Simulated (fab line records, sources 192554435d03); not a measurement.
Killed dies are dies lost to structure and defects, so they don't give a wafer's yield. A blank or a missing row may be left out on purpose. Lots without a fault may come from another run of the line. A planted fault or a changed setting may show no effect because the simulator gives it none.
Split-lot experiment | flow n5_finfet | 7 lots, 21 wafers read, on a route of 1938 steps

THE SPLIT
At N5_HKMG_FIN_ETCH_35 (etches SOC in N2/H2, target depth 215.8 nm, time 243.4 s), the setting bias_w was moved away from the recipe's 5 W on 6 of the 21 wafers read, by -17.4% to +16.3%. The other wafers ran this setting at the recipe's value.

The reading is taken at the split's own step.

THE READING
rf_vpp_V, in V, at N5_HKMG_FIN_ETCH_35 (etches SOC in N2/H2, target depth 215.8 nm, time 243.4 s). Fault-free wafers of this fab line usually give 141.4 V, standard deviation 1.1 V.

wafer  | tool, chamber at the split | bias_w as run, W | against the recipe | rf_vpp_V, V | against lot-mates on the recipe
L075.1 | rie_diel-01, 2             | 5.242            | +4.8%              | 146.6       | +5.2
L075.3 | rie_diel-01, 1             | 5                | recipe             | 142.6       | -
L075.6 | rie_diel-01, 3             | 5                | recipe             | 140.2       | -
L076.2 | rie_diel-03, 3             | 5                | recipe             | 141.7       | -
L076.4 | rie_diel-03, 3             | 5                | recipe             | 141.1       | -
L076.6 | rie_diel-03, 0             | 5                | recipe             | 139.7       | -
L084.2 | rie_diel-03, 2             | 5                | recipe             | 141.9       | -
L084.5 | rie_diel-03, 2             | 5                | recipe             | 140.5       | -
L084.6 | rie_diel-03, 1             | 5                | recipe             | 139.9       | -
L085.2 | rie_diel-03, 2             | 5                | recipe             | 142.2       | -
L085.4 | rie_diel-03, 1             | 5.815            | +16.3%             | 155.0       | +12.8
L085.6 | rie_diel-03, 2             | 5.815            | +16.3%             | 156.2       | +14.0
L089.3 | rie_diel-03, 1             | 5                | recipe             | 139.9       | -
L089.5 | rie_diel-03, 0             | 5                | recipe             | 142.5       | -
L089.6 | rie_diel-03, 3             | 5                | recipe             | 140.6       | -
L091.2 | rie_diel-03, 2             | 5                | recipe             | 140.6       | -
L091.4 | rie_diel-03, 0             | 5                | recipe             | 141.6       | -
L091.6 | rie_diel-03, 2             | 4.748            | -5.0%              | 136.5       | -4.6
L097.1 | rie_diel-05, 0             | 5                | recipe             | 140.9       | -
L097.3 | rie_diel-05, 1             | 4.131            | -17.4%             | 124.4       | -16.5
L097.5 | rie_diel-05, 3             | 4.131            | -17.4%             | 123.6       | -17.3

THE FIT
A straight line over all 21 wafers: rf_vpp_V changes by +0.943 V for each +1% of bias_w; r = +0.99; the points scatter about the line by 0.96 V.
The same after taking each lot's own level away (the mean of its wafers on the recipe; 21 wafers): +0.905 V for each +1%; r = +0.99; scatter 0.99 V.
On that fit, the largest move of bias_w shifts the reading by 16 V.
The lots' own levels span 140.77 to 142.20 V, that is 1.3 times the standard deviation above.
So the lot-to-lot level changes the slope little: the two slopes agree.
Check: with one of the wafers moved furthest among these (-17.4%) left out of the fit, the line predicts -15.7 V for it against its lot-mates. It came out at -16.5 V against them.
Tool readings at the split's step, against how far the setting was moved: rf_vpp_V r = +0.99.

OTHER SPLITS ON THESE WAFERS
These wafers also went through other splits before the reading. Each is held against what the fit with the lots' levels taken away leaves over:
other split on the same wafers | wafers away from the commonest value | r with rf_vpp_V (lot level and that fit taken away)
N5_SD_EPI_N_DESCUM_14 time_s   | 5                                    | +0.02
N5_HKMG_FIN_ETCH_54 source_w   | 5                                    | +0.15
N5_HKMG_FIN_ETCH_58 bias_w     | 9                                    | -0.10

THE FILE'S OWN FIT
rf_vpp_V changes by +0.913 V for each +1% of bias_w, r = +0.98.
